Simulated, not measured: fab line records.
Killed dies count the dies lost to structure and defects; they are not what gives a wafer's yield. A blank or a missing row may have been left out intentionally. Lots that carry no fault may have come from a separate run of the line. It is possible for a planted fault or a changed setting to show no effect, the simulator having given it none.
fab line records	flow nand_harc
[record] lots = 24	wafers = 72	last_day = 33
route steps=1302 shown A_CONTACT@1054
lots that met no fault: from a run of the same line without faults
start_h: hours from the record's first day to the start of the lot's first wafer shown	wait_h: hours since the lot's step before	" repeats the value in the row above	L1.1+2: one row covering several wafers at once	- either no value or no given start	* or withheld: withheld	< > ~ a bound
route shown NAME@n: NAME is a module with steps in the file, n the number in the route of the first one	usual: mean and standard deviation over wafers with no fault	same: alike in all rows	chamber/n: place in a boat	sites: readings site by site	_std_site: how widely they spread, as a standard deviation	_edge_site: outer sites' mean less inner sites'	radius_mm: how far each site lies from the wafer's centre	mask NAME#n: copy n	behind: the tool/chamber that last shaped the wafer	hold: why the lot went on hold/how many hours it stayed there/how the hold came to an end	device: names the non-switching transistor (n, p or np)	end of line: the tests these same wafers got at the end of their route	a step given without rows: its recipe and nothing more	killed: not the wafer's yield, but the dies lost to structure and defects at the first sort	map: a wafer's dies, x killed, . not, _ none there
set.NAME: the setting as run; set.NAME@STEP: as run at that earlier step	model.NAME: the simulator's own value behind a step, which no gauge read
the route's steps for a sample of lots (tables are steps, rows are wafers)
services: from which hour (start_h, from the record's first day; less than 0 if before it) a tool's chamber was out of use, for how many hours, and why
[[steps]]
[step NHARC_A_CONTACT_ETCH_131]
[recipe] source_w = withheld	pressure_mtorr = 20	bias_v = 3000	time_s = 197	target_depth_a = 19180	ar_flow_sccm = withheld	c4f8_flow_sccm = withheld	o2_flow_sccm = withheld	chemistry = C4F8/O2/Ar
lot.wafer	tool	chamber	start_h	wait_h	rf_hours_counter_h
L074.1	har_cap_etch-02	1	509.56	0.1	82
L074.5	"	0	"	"	-
L074.6	"	1	"	"	-
L075.1	har_cap_etch-03	1	520.95	0.1	49
L075.4	"	0	"	"	-
L075.3	"	1	"	"	-
L077.1	har_cap_etch-03	1	526.07	0.2	51
L077.2	"	0	"	"	51
L077.6	"	0	"	"	-
L078.2	har_cap_etch-01	1	532.75	0.2	5
L078.4	"	0	"	"	-
L078.5	"	0	"	"	-
L076.1	har_cap_etch-03	0	533.31	0.1	53
L076.3	"	1	"	"	-
L076.5	"	0	"	"	-
L079.3	har_cap_etch-01	0	573.84	0.1	-
L079.6	"	1	"	"	-
L079.5	"	0	"	"	-
L080.1	har_cap_etch-03	1	574.00	0.1	58
L080.4	"	1	"	"	-
L080.5	"	0	"	"	-
L082.1	har_cap_etch-03	0	582.50	0.1	60
L082.3	"	1	"	"	-
L082.6	"	0	"	"	-
L081.4	har_cap_etch-02	0	583.09	0.1	-
L081.3	"	1	"	"	-
L081.5	"	1	"	"	-
L085.3	har_cap_etch-01	0	617.18	0.1	-
L085.6	"	1	"	"	-
L085.5	"	0	"	"	-
L083.1	har_cap_etch-03	1	619.03	0.1	65
L083.4	"	0	"	"	-
L083.5	"	0	"	"	-
L084.3	har_cap_etch-02	0	620.46	0.1	-
L084.4	"	1	"	"	-
L084.6	"	0	"	"	-
L086.2	har_cap_etch-01	1	622.20	0.1	19
L086.4	"	0	"	"	-
L086.5	"	0	"	"	-
L087.2	har_cap_etch-02	0	640.92	0.2	109
L087.6	"	0	"	"	-
L087.5	"	1	"	"	-
L091.2	har_cap_etch-01	0	650.57	0.1	24
L091.3	"	0	"	"	-
L091.5	"	1	"	"	-
L088.4	har_cap_etch-03	0	654.16	0.1	-
L088.6	"	0	"	"	-
L088.5	"	1	"	"	-
L090.2	har_cap_etch-01	1	657.46	0.1	26
L090.4	"	1	"	"	-
L090.5	"	0	"	"	-
L089.4	har_cap_etch-02	1	669.03	0.1	-
L089.6	"	0	"	"	-
L089.5	"	1	"	"	-
L092.3	har_cap_etch-01	0	676.39	0.1	-
L092.5	"	0	"	"	-
L092.6	"	1	"	"	-
L093.1	har_cap_etch-02	0	703.57	0.1	120
L093.5	"	1	"	"	-
L093.6	"	0	"	"	-
L094.2	har_cap_etch-02	0	715.81	0.1	124
L094.4	"	0	"	"	-
L094.6	"	0	"	"	-
L096.2	har_cap_etch-03	1	718.79	0.1	85
L096.3	"	1	"	"	-
L096.5	"	0	"	"	-
L095.3	har_cap_etch-01	0	719.98	0.1	-
L095.6	"	1	"	"	-
L095.5	"	0	"	"	-
L097.2	har_cap_etch-03	1	724.15	0.1	86
L097.3	"	1	"	"	-
L097.5	"	0	"	"	-
[step NHARC_A_CONTACT_ETCH_91]
[recipe] target_depth_a = 400	over_etch_frac = 0.5	time_s = 85.7	ion_energy_ev = 120	ch3f_flow_sccm = 50	o2_flow_sccm = 30	ar_flow_sccm = 200	rf_w = 500	bias_w = 100	chemistry = CH3F/O2
[usual] drypump_motor_current_A = 6.06/0.26	oes_product_au = 0.934/0.026	rf_vpp_V = 244.1/1.4	showerhead_plenum_p_Torr = 2.45/0.084	throttle_valve_pct = 20.665/0.0085
lot.wafer	tool	chamber	start_h	wait_h	drypump_motor_current_A	oes_product_au	rf_hours_counter_h	rf_vpp_V	showerhead_plenum_p_Torr	throttle_valve_pct
L074.1	rie_diel-13	0	510.70	0.7	6.00	0.922	38	244.5	2.46	20.667
L074.6	"	2	"	"	5.97	0.914	-	244.6	2.46	20.675
L074.5	"	3	"	"	6.61	0.911	-	243.0	2.34	20.669
L075.3	rie_diel-10	2	522.07	0.5	6.22	0.922	16	244.0	2.43	20.673
L075.1	"	0	"	"	6.15	0.940	14	246.6	2.51	20.678
L075.4	"	1	"	"	5.69	0.926	14	243.1	2.41	20.676
L077.2	rie_diel-10	3	527.46	0.7	5.85	0.915	17	244.3	2.39	20.665
L077.1	"	2	"	"	6.23	0.919	18	243.8	2.43	20.672
L077.6	"	3	"	"	5.83	0.928	-	244.6	2.39	20.662
L078.4	rie_diel-10	0	533.88	0.5	6.16	0.936	17	244.6	2.51	20.667
L078.2	"	3	"	"	5.81	0.928	18	244.0	2.39	20.692
L078.5	"	1	"	"	5.66	0.920	-	243.1	2.41	20.664
L076.1	rie_diel-12	3	534.44	0.7	5.89	0.932	26	245.8	2.62	20.661
L076.3	"	0	"	"	6.22	0.927	25	243.3	2.36	20.657
L076.5	"	3	"	"	5.89	0.916	-	247.2	2.62	20.667
L079.3	rie_diel-10	1	574.90	0.5	5.67	0.996	24	244.0	2.41	20.657
L079.5	"	0	"	"	6.17	1.006	-	245.4	2.51	20.663
L079.6	"	1	"	"	5.65	1.008	-	244.4	2.41	20.666
L080.4	rie_diel-10	3	575.15	0.6	5.79	0.925	24	243.0	2.39	20.682
L080.1	"	0	"	"	6.20	0.928	22	244.8	2.51	20.658
L080.5	"	3	"	"	5.81	0.912	-	242.6	2.39	20.671
L082.1	rie_diel-10	2	583.62	0.6	6.25	0.932	27	242.3	2.42	20.666
L082.3	"	0	"	"	6.20	0.937	25	245.1	2.51	20.672
L082.6	"	2	"	"	6.26	0.923	-	243.6	2.42	20.669
L081.3	rie_diel-10	1	584.17	0.5	5.67	0.908	26	243.4	2.41	20.667
L081.4	"	0	"	"	6.15	0.932	25	245.6	2.51	20.667
L081.5	"	2	"	"	6.24	0.920	-	243.5	2.42	20.678
L085.3	rie_diel-12	1	618.27	0.5	6.24	0.926	59	246.3	2.64	20.674
L085.5	"	2	"	"	6.31	0.917	-	243.6	2.40	20.671
L085.6	"	3	"	"	5.90	0.923	-	246.4	2.61	20.652
L083.1	rie_diel-10	3	620.19	0.7	5.82	0.933	3	243.1	2.39	20.669
L083.4	"	0	"	"	6.14	0.935	3	244.7	2.51	20.652
L083.5	"	3	"	"	5.83	0.925	-	244.3	2.39	20.656
L084.4	rie_diel-12	2	621.54	0.5	6.33	0.912	63	242.5	2.40	20.661
L084.3	"	0	"	"	6.19	0.926	55	242.4	2.35	20.654
L084.6	"	3	"	"	5.88	0.924	-	246.6	2.61	20.656
L086.4	rie_diel-10	1	623.34	0.5	5.66	0.924	4	242.9	2.41	20.667
L086.2	"	2	"	"	6.26	0.928	3	244.2	2.42	20.664
L086.5	"	0	"	"	6.17	0.937	-	243.8	2.51	20.671
L087.2	rie_diel-13	2	642.10	0.8	5.96	0.928	35	242.3	2.44	20.658
L087.5	"	3	"	"	6.60	0.920	-	242.3	2.33	20.665
L087.6	"	0	"	"	5.96	0.929	-	243.9	2.45	20.668
L091.3	rie_diel-13	1	651.76	0.6	6.42	0.928	37	246.7	2.65	20.679
L091.2	"	3	"	"	6.61	0.935	43	241.9	2.32	20.664
L091.5	"	2	"	"	5.96	0.923	-	243.0	2.44	20.663
L088.4	rie_diel-12	2	655.28	0.6	6.32	0.990	13	243.0	2.39	20.664
L088.6	"	0	"	"	6.21	0.993	-	243.0	2.35	20.675
L088.5	"	1	"	"	6.21	0.986	-	246.8	2.63	20.682
L090.2	rie_diel-10	2	658.60	0.7	6.24	0.923	14	244.5	2.42	20.668
L090.4	"	3	"	"	5.79	0.914	9	241.4	2.39	20.668
L090.5	"	1	"	"	5.66	0.919	-	243.5	2.40	20.667
L089.4	rie_diel-10	2	670.09	0.5	6.27	0.920	15	242.1	2.42	20.661
L089.5	"	2	"	"	6.25	0.930	-	245.0	2.42	20.674
L089.6	"	3	"	"	5.82	0.915	-	244.0	2.39	20.663
L092.3	rie_diel-10	1	677.50	0.6	5.70	0.922	12	244.6	2.40	20.666
L092.5	"	3	"	"	5.82	0.924	-	243.0	2.39	20.667
L092.6	"	0	"	"	6.17	0.922	-	244.0	2.50	20.666
L093.1	rie_diel-10	2	704.71	0.7	6.23	0.915	20	244.6	2.42	20.671
L093.5	"	1	"	"	5.68	0.917	-	242.4	2.40	20.654
L093.6	"	2	"	"	6.24	0.921	-	242.4	2.42	20.665
L094.4	rie_diel-13	0	716.97	0.6	6.00	1.002	4	243.5	2.44	20.677
L094.2	"	1	"	"	6.41	0.995	4	246.3	2.64	20.660
L094.6	"	3	"	"	6.61	1.005	-	242.5	2.32	20.664
L096.2	rie_diel-10	0	719.94	0.7	6.17	0.919	24	245.1	2.50	20.667
L096.3	"	1	"	"	5.65	0.915	19	243.5	2.40	20.664
L096.5	"	0	"	"	6.16	0.928	-	244.8	2.50	20.655
L095.3	rie_diel-10	0	721.03	0.5	6.17	0.923	24	245.8	2.50	20.674
L095.6	"	0	"	"	6.16	0.928	-	243.6	2.50	20.668
L095.5	"	1	"	"	5.70	0.915	-	243.1	2.40	20.660
L097.2	rie_diel-12	2	725.29	0.7	6.33	0.923	34	241.5	2.39	20.653
L097.3	"	1	"	"	6.20	0.928	30	246.4	2.62	20.671
L097.5	"	2	"	"	6.30	0.919	-	244.2	2.38	20.667
[step NHARC_A_CONTACT_CD_MEAS_80]
[usual] cd_nm = 289.6/1
lot.wafer	tool	chamber	start_h	wait_h	cd_nm
L074.1	cd_sem-03	-	510.89	-	290.2
L074.5	"	-	"	"	290.1
L074.6	"	-	"	"	290.4
L075.1	cd_sem-02	-	522.28	-	289.3
L075.3	"	-	"	"	289.4
L075.4	"	-	"	"	289.3
L077.1	cd_sem-03	-	527.68	-	287.3
L077.2	"	-	"	"	287.1
L077.6	"	-	"	"	287.0
L078.2	cd_sem-01	-	534.11	-	290.0
L078.4	"	-	"	"	289.7
L078.5	"	-	"	"	290.0
L076.1	cd_sem-02	-	534.65	-	289.5
L076.3	"	-	"	"	289.2
L076.5	"	-	"	"	289.1
L079.3	cd_sem-02	-	575.11	-	289.8
L079.5	"	-	"	"	289.6
L079.6	"	-	"	"	289.6
L080.1	cd_sem-01	-	575.80	-	288.9
L080.4	"	-	"	"	288.7
L080.5	"	-	"	"	288.3
L082.1	cd_sem-03	-	583.84	-	289.1
L082.3	"	-	"	"	288.3
L082.6	"	-	"	"	289.2
L081.3	cd_sem-02	-	584.51	-	290.2
L081.4	"	-	"	"	290.2
L081.5	"	-	"	"	290.2
L085.3	cd_sem-02	-	618.45	-	289.6
L085.5	"	-	"	"	289.9
L085.6	"	-	"	"	289.8
L083.1	cd_sem-01	-	620.39	-	288.5
L083.4	"	-	"	"	289.0
L083.5	"	-	"	"	288.9
L084.3	cd_sem-03	-	621.77	-	290.5
L084.4	"	-	"	"	290.2
L084.6	"	-	"	"	290.4
L086.2	cd_sem-01	-	623.55	-	290.5
L086.4	"	-	"	"	291.1
L086.5	"	-	"	"	290.2
L087.2	cd_sem-03	-	645.09	-	289.6
L087.5	"	-	"	"	288.8
L087.6	"	-	"	"	290.3
L091.2	cd_sem-01	-	652.59	-	290.5
L091.3	"	-	"	"	291.0
L091.5	"	-	"	"	291.4
L088.4	cd_sem-03	-	655.57	-	289.5
L088.5	"	-	"	"	289.7
L088.6	"	-	"	"	289.7
L090.2	cd_sem-01	-	658.80	-	290.1
L090.4	"	-	"	"	290.2
L090.5	"	-	"	"	290.4
L089.4	cd_sem-03	-	670.32	-	289.3
L089.5	"	-	"	"	288.8
L089.6	"	-	"	"	289.1
L092.3	cd_sem-02	-	677.69	-	291.2
L092.5	"	-	"	"	290.7
L092.6	"	-	"	"	291.1
L093.1	cd_sem-01	-	705.62	-	289.8
L093.5	"	-	"	"	289.6
L093.6	"	-	"	"	289.9
L094.2	cd_sem-03	-	717.20	-	290.2
L094.4	"	-	"	"	290.3
L094.6	"	-	"	"	290.5
L096.2	cd_sem-01	-	720.18	-	289.0
L096.3	"	-	"	"	289.9
L096.5	"	-	"	"	288.4
L095.3	cd_sem-02	-	721.25	-	290.1
L095.5	"	-	"	"	290.7
L095.6	"	-	"	"	290.3
L097.2	cd_sem-03	-	725.79	-	287.4
L097.3	"	-	"	"	287.9
L097.5	"	-	"	"	287.6
[step NHARC_A_CONTACT_ETCH_106]
[recipe] target_depth_a = 900	overetch_a = 90	time_s = 49.5	ion_energy_ev = 100	cf4_flow_sccm = 80	o2_flow_sccm = 20	ar_flow_sccm = 0	rf_w = 300	bias_w = 100	chemistry = CF4/O2
[usual] drypump_motor_current_A = 6.02/0.26	oes_ar_750_au = 1.000/0.0048	oes_product_au = 0.998/0.0072	rf_vpp_V = 197.7/1.2	showerhead_plenum_p_Torr = 1.33/0.041	throttle_valve_pct = 13.396/0.0089
lot.wafer	tool	chamber	start_h	wait_h	drypump_motor_current_A	oes_ar_750_au	oes_product_au	rf_hours_counter_h	rf_vpp_V	showerhead_plenum_p_Torr	throttle_valve_pct
L074.1	rie_diel-10	0	511.20	0.1	6.14	1.001	1.010	12	198.5	1.37	13.395
L074.5	"	1	"	"	5.66	0.993	1.003	-	197.3	1.31	13.400
L074.6	"	2	"	"	6.24	0.998	0.995	-	196.0	1.32	13.402
L075.3	rie_diel-10	2	522.58	0.1	6.24	0.993	0.999	16	199.0	1.32	13.389
L075.1	"	3	"	"	5.80	1.010	0.994	15	197.0	1.30	13.388
L075.4	"	0	"	"	6.13	0.992	1.019	14	197.8	1.37	13.393
L077.2	rie_diel-10	3	527.98	0.1	5.78	0.996	1.001	17	196.7	1.30	13.387
L077.1	"	0	"	"	6.15	0.995	1.009	15	198.0	1.36	13.411
L077.6	"	3	"	"	5.80	1.000	1.004	-	197.3	1.30	13.389
L078.2	rie_diel-10	3	534.40	0.1	5.80	1.002	0.999	18	198.3	1.30	13.399
L078.4	"	1	"	"	5.69	1.008	1.002	18	199.3	1.31	13.394
L078.5	"	2	"	"	6.24	0.997	0.994	-	196.9	1.32	13.408
L076.1	rie_diel-13	2	534.94	0.1	6.00	0.998	1.009	2	197.7	1.33	13.393
L076.3	"	3	"	"	6.61	1.001	0.998	3	197.5	1.27	13.409
L076.5	"	1	"	"	6.38	1.002	1.012	-	200.5	1.45	13.401
L079.3	rie_diel-13	3	575.54	0.1	6.62	1.000	0.994	16	196.9	1.27	13.398
L079.6	"	2	"	"	5.95	1.001	1.003	-	198.7	1.33	13.381
L079.5	"	3	"	"	6.63	0.994	0.999	-	195.8	1.27	13.396
L080.4	rie_diel-10	0	576.10	0.1	6.14	0.999	1.000	22	197.8	1.36	13.397
L080.1	"	3	"	"	5.80	1.004	0.999	24	198.6	1.30	13.395
L080.5	"	1	"	"	5.67	1.006	1.000	-	196.2	1.31	13.412
L082.3	rie_diel-10	1	584.14	0.0	5.67	1.004	1.003	26	199.1	1.31	13.396
L082.1	"	0	"	"	6.15	0.997	1.010	25	199.9	1.36	13.396
L082.6	"	2	"	"	6.23	1.001	0.994	-	197.2	1.32	13.401
L081.3	rie_diel-12	3	584.79	0.1	5.90	1.000	0.996	50	200.9	1.42	13.394
L081.4	"	0	"	"	6.19	1.001	1.002	45	196.6	1.28	13.394
L081.5	"	0	"	"	6.20	1.000	1.004	-	197.2	1.28	13.396
L085.3	rie_diel-10	0	618.74	0.1	6.16	0.999	0.994	3	199.3	1.36	13.382
L085.5	"	3	"	"	5.77	1.000	0.982	-	196.5	1.30	13.386
L085.6	"	0	"	"	6.14	1.001	1.009	-	197.8	1.36	13.373
L083.4	rie_diel-10	0	620.68	0.1	6.15	0.999	1.003	3	197.9	1.36	13.391
L083.1	"	3	"	"	5.81	0.996	0.989	3	196.6	1.30	13.397
L083.5	"	0	"	"	6.15	1.001	0.994	-	199.1	1.36	13.404
L084.4	rie_diel-10	1	622.05	0.1	5.67	0.985	1.000	3	197.6	1.31	13.402
L084.3	"	3	"	"	5.84	1.009	0.992	3	197.2	1.30	13.397
L084.6	"	2	"	"	6.24	0.999	1.005	-	196.1	1.32	13.381
L086.4	rie_diel-10	1	624.07	0.3	5.67	1.005	1.002	4	197.9	1.31	13.390
L086.2	"	3	"	"	5.79	1.004	0.997	3	197.1	1.30	13.395
L086.5	"	2	"	"	6.28	1.008	1.004	-	196.0	1.32	13.392
L087.2	rie_diel-12	3	645.40	0.1	5.89	1.003	0.992	7	199.5	1.42	13.383
L087.6	"	0	"	"	6.21	1.007	0.992	-	195.0	1.28	13.394
L087.5	"	1	"	"	6.26	0.999	0.994	-	200.1	1.43	13.393
L091.2	rie_diel-10	3	652.89	0.1	5.78	1.000	0.992	7	196.3	1.30	13.401
L091.3	"	0	"	"	6.17	1.005	0.996	12	199.5	1.36	13.384
L091.5	"	1	"	"	5.66	0.997	0.988	-	197.3	1.31	13.395
L088.4	rie_diel-13	3	655.87	0.1	6.57	0.999	0.997	44	196.4	1.26	13.394
L088.5	"	1	"	"	6.40	0.998	0.990	-	200.3	1.44	13.394
L088.6	"	2	"	"	5.99	1.002	0.992	-	196.8	1.33	13.388
L090.4	rie_diel-10	0	659.09	0.1	6.16	1.005	0.997	13	198.3	1.36	13.425
L090.2	"	2	"	"	6.25	0.997	1.003	14	197.6	1.31	13.386
L090.5	"	0	"	"	6.14	0.999	0.996	-	197.9	1.36	13.395
L089.4	rie_diel-10	0	670.61	0.1	6.16	1.003	1.009	15	198.1	1.36	13.407
L089.6	"	3	"	"	5.80	0.990	1.004	-	197.0	1.30	13.406
L089.5	"	0	"	"	6.17	0.997	0.991	-	198.2	1.36	13.405
L092.3	rie_diel-10	1	677.99	0.1	5.67	1.007	0.983	12	195.7	1.30	13.394
L092.6	"	3	"	"	5.81	0.997	0.982	-	198.3	1.30	13.399
L092.5	"	0	"	"	6.14	1.011	0.997	-	197.2	1.36	13.398
L093.1	rie_diel-10	2	705.92	0.1	6.22	1.004	0.999	21	198.1	1.31	13.395
L093.6	"	1	"	"	5.69	0.996	0.994	-	197.8	1.30	13.411
L093.5	"	2	"	"	6.24	1.004	1.006	-	196.8	1.31	13.403
L094.2	rie_diel-10	2	717.49	0.1	6.25	1.000	1.003	24	197.4	1.31	13.396
L094.4	"	1	"	"	5.68	0.996	0.994	19	196.9	1.30	13.399
L094.6	"	3	"	"	5.81	0.995	0.994	-	196.7	1.29	13.392
L096.2	rie_diel-13	3	720.46	0.1	6.60	1.004	1.001	5	196.9	1.26	13.399
L096.3	"	0	"	"	5.99	0.999	0.991	5	198.4	1.32	13.404
L096.5	"	3	"	"	6.57	1.007	0.993	-	196.3	1.26	13.414
L095.3	rie_diel-10	2	721.72	0.1	6.24	0.988	0.993	24	197.2	1.31	13.406
L095.6	"	0	"	"	6.15	0.997	0.992	-	198.7	1.36	13.378
L095.5	"	1	"	"	5.66	0.997	0.996	-	198.2	1.30	13.404
L097.3	rie_diel-10	3	726.11	0.1	5.79	0.999	0.995	21	197.6	1.29	13.397
L097.2	"	0	"	"	6.15	1.006	0.998	25	199.3	1.36	13.398
L097.5	"	1	"	"	5.69	0.997	0.986	-	197.8	1.30	13.395
[step NHARC_A_CONTACT_OVL_MEAS_09]
[usual] overlay_x_nm = -0.1/0.91	overlay_y_nm = 0.3/0.76
lot.wafer	tool	chamber	start_h	wait_h	overlay_x_nm	overlay_y_nm
L074.1	overlay-01	-	514.73	-	-0.8	0.0
L074.5	"	-	"	"	-0.3	-0.5
L074.6	"	-	"	"	-0.2	-0.3
L075.1	overlay-01	-	525.99	-	0.3	0.5
L075.3	"	-	"	"	-0.1	0.5
L075.4	"	-	"	"	0.0	0.3
L077.1	overlay-01	-	532.09	-	-1.4	0.6
L077.2	"	-	"	"	-0.8	1.0
L077.6	"	-	"	"	-1.1	-0.1
L078.2	overlay-02	-	537.63	-	0.2	-0.9
L078.4	"	-	"	"	0.4	-0.6
L078.5	"	-	"	"	0.9	-0.3
L076.1	overlay-01	-	538.12	-	0.4	-0.5
L076.3	"	-	"	"	0.4	-0.6
L076.5	"	-	"	"	0.0	-0.1
L079.3	overlay-02	-	578.68	-	-0.9	0.2
L079.5	"	-	"	"	-1.5	0.5
L079.6	"	-	"	"	-1.4	0.6
L080.1	overlay-01	-	579.30	-	-0.2	0.9
L080.4	"	-	"	"	-0.1	1.1
L080.5	"	-	"	"	0.2	0.9
L082.1	overlay-01	-	587.46	-	0.0	1.2
L082.3	"	-	"	"	-0.7	1.6
L082.6	"	-	"	"	-0.6	1.4
L081.3	overlay-01	-	589.02	-	1.2	0.0
L081.4	"	-	"	"	1.3	0.0
L081.5	"	-	"	"	0.9	-0.5
L085.3	overlay-01	-	623.59	-	-0.1	-0.2
L085.5	"	-	"	"	-0.2	0.3
L085.6	"	-	"	"	-0.3	1.1
L083.1	overlay-01	-	624.80	-	1.2	-1.1
L083.4	"	-	"	"	1.4	-0.6
L083.5	"	-	"	"	1.8	-0.5
L084.3	overlay-01	-	626.54	-	0.8	0.2
L084.4	"	-	"	"	0.2	0.4
L084.6	"	-	"	"	-0.1	0.9
L086.2	overlay-02	-	629.22	-	-1.5	0.6
L086.4	"	-	"	"	-0.9	0.0
L086.5	"	-	"	"	-0.9	0.1
L087.2	overlay-01	-	648.58	-	0.3	-0.6
L087.5	"	-	"	"	0.0	-0.3
L087.6	"	-	"	"	0.0	-0.5
L091.2	overlay-02	-	656.09	-	-0.9	0.7
L091.3	"	-	"	"	-0.7	0.4
L091.5	"	-	"	"	-0.5	1.1
L088.4	overlay-01	-	659.18	-	0.5	0.5
L088.5	"	-	"	"	1.1	0.9
L088.6	"	-	"	"	0.5	0.6
L090.2	overlay-02	-	665.14	-	-0.4	0.9
L090.4	"	-	"	"	-0.9	-0.3
L090.5	"	-	"	"	-0.3	-0.2
L089.4	overlay-01	-	675.18	-	-0.6	-1.1
L089.5	"	-	"	"	-0.8	-0.9
L089.6	"	-	"	"	-0.6	-1.3
L092.3	overlay-01	-	681.03	-	-1.6	2.0
L092.5	"	-	"	"	-1.7	1.7
L092.6	"	-	"	"	-1.6	1.6
L093.1	overlay-02	-	711.69	-	2.4	1.5
L093.5	"	-	"	"	2.3	1.9
L093.6	"	-	"	"	2.1	1.4
L094.2	overlay-02	-	720.71	-	-1.2	-0.2
L094.4	"	-	"	"	-0.7	0.1
L094.6	"	-	"	"	-0.8	-0.2
L096.2	overlay-01	-	724.66	-	-0.3	0.3
L096.3	"	-	"	"	0.0	0.7
L096.5	"	-	"	"	-0.1	-0.1
L095.3	overlay-01	-	724.80	-	0.1	0.5
L095.5	"	-	"	"	-0.2	0.6
L095.6	"	-	"	"	-0.8	0.6
L097.2	overlay-02	-	730.48	-	1.2	-0.2
L097.3	"	-	"	"	-0.5	0.0
L097.5	"	-	"	"	0.1	-0.5
[step NHARC_A_CONTACT_ETCH_138]
[recipe] source_w = withheld	pressure_mtorr = 20	bias_v = 1200	time_s = 311	target_depth_a = 19140	ar_flow_sccm = withheld	c4f8_flow_sccm = withheld	o2_flow_sccm = withheld	chemistry = C4F8/O2/Ar
lot.wafer	tool	chamber	start_h	wait_h	rf_hours_counter_h
L074.1	har_cap_etch-01	1	517.03	0.2	1
L074.5	"	0	"	"	-
L074.6	"	1	"	"	-
L075.1	har_cap_etch-02	1	528.69	0.2	90
L075.3	"	1	"	"	-
L075.4	"	0	"	"	-
L077.2	har_cap_etch-02	1	534.34	0.2	91
L077.1	"	0	"	"	91
L077.6	"	1	"	"	-
L078.2	har_cap_etch-01	1	539.92	0.2	6
L078.4	"	0	"	"	-
L078.5	"	0	"	"	-
L076.1	har_cap_etch-03	0	540.37	0.2	54
L076.3	"	0	"	"	-
L076.5	"	0	"	"	-
L079.3	har_cap_etch-02	0	581.00	0.2	-
L079.6	"	0	"	"	-
L079.5	"	1	"	"	-
L080.1	har_cap_etch-01	0	582.40	0.3	12
L080.4	"	0	"	"	-
L080.5	"	0	"	"	-
L082.1	har_cap_etch-01	0	590.11	0.3	13
L082.3	"	0	"	"	-
L082.6	"	0	"	"	-
L081.3	har_cap_etch-03	1	591.35	0.2	-
L081.4	"	0	"	"	-
L081.5	"	1	"	"	-
L085.3	har_cap_etch-03	1	626.08	0.2	-
L085.5	"	0	"	"	-
L085.6	"	1	"	"	-
L083.1	har_cap_etch-02	0	627.08	0.2	107
L083.4	"	1	"	"	-
L083.5	"	0	"	"	-
L084.3	har_cap_etch-01	0	629.51	0.2	-
L084.4	"	1	"	"	-
L084.6	"	0	"	"	-
L086.2	har_cap_etch-02	0	631.47	0.2	108
L086.4	"	0	"	"	-
L086.5	"	1	"	"	-
L087.2	har_cap_etch-03	0	650.81	0.2	73
L087.5	"	0	"	"	-
L087.6	"	1	"	"	-
L091.2	har_cap_etch-03	0	658.37	0.2	76
L091.3	"	1	"	"	-
L091.5	"	1	"	"	-
L088.4	har_cap_etch-02	0	661.50	0.2	-
L088.6	"	0	"	"	-
L088.5	"	1	"	"	-
L090.2	har_cap_etch-03	1	667.36	0.2	77
L090.4	"	0	"	"	-
L090.5	"	0	"	"	-
L089.4	har_cap_etch-03	1	677.51	0.2	-
L089.5	"	1	"	"	-
L089.6	"	0	"	"	-
L092.3	har_cap_etch-02	1	683.79	0.3	-
L092.6	"	0	"	"	-
L092.5	"	1	"	"	-
L093.1	har_cap_etch-01	1	713.93	0.2	36
L093.6	"	1	"	"	-
L093.5	"	0	"	"	-
L094.2	har_cap_etch-02	0	722.94	0.2	126
L094.4	"	1	"	"	-
L094.6	"	1	"	"	-
L096.2	har_cap_etch-01	1	726.88	0.2	39
L096.3	"	1	"	"	-
L096.5	"	0	"	"	-
L095.3	har_cap_etch-02	1	727.13	0.2	-
L095.5	"	1	"	"	-
L095.6	"	0	"	"	-
L097.2	har_cap_etch-03	0	732.73	0.2	88
L097.3	"	0	"	"	-
L097.5	"	1	"	"	-
[[services]]
tool	chamber	start_h	hours	kind
rie_diel-12	-	488.80	1.9	repair
har_cap_etch-01	-	498.41	17.0	pm
rie_diel-10	0	502.22	-	clean
rie_diel-10	1	502.22	-	clean
rie_diel-10	2	502.22	-	clean
rie_diel-10	3	502.22	-	clean
rie_diel-12	2	505.50	4.2	repair
rie_diel-13	-	519.08	9.0	pm
rie_diel-10	0	526.72	-	clean
rie_diel-10	1	526.72	-	clean
rie_diel-10	2	526.72	-	clean
rie_diel-10	3	526.72	-	clean
rie_diel-10	0	551.22	-	clean
rie_diel-10	1	551.22	-	clean
har_cap_etch-02	-	562.06	1.1	repair
har_cap_etch-02	-	585.38	0.2	repair
rie_diel-10	-	596.72	9.0	pm
rie_diel-12	-	623.18	9.0	pm
rie_diel-10	1	624.97	18.9	repair
rie_diel-10	3	634.00	16.1	repair
rie_diel-13	3	668.17	6.5	repair
rie_diel-12	0	685.69	1.4	repair
rie_diel-13	-	696.11	9.0	pm
rie_diel-10	2	725.64	14.7	repair
[[key]]
fault none
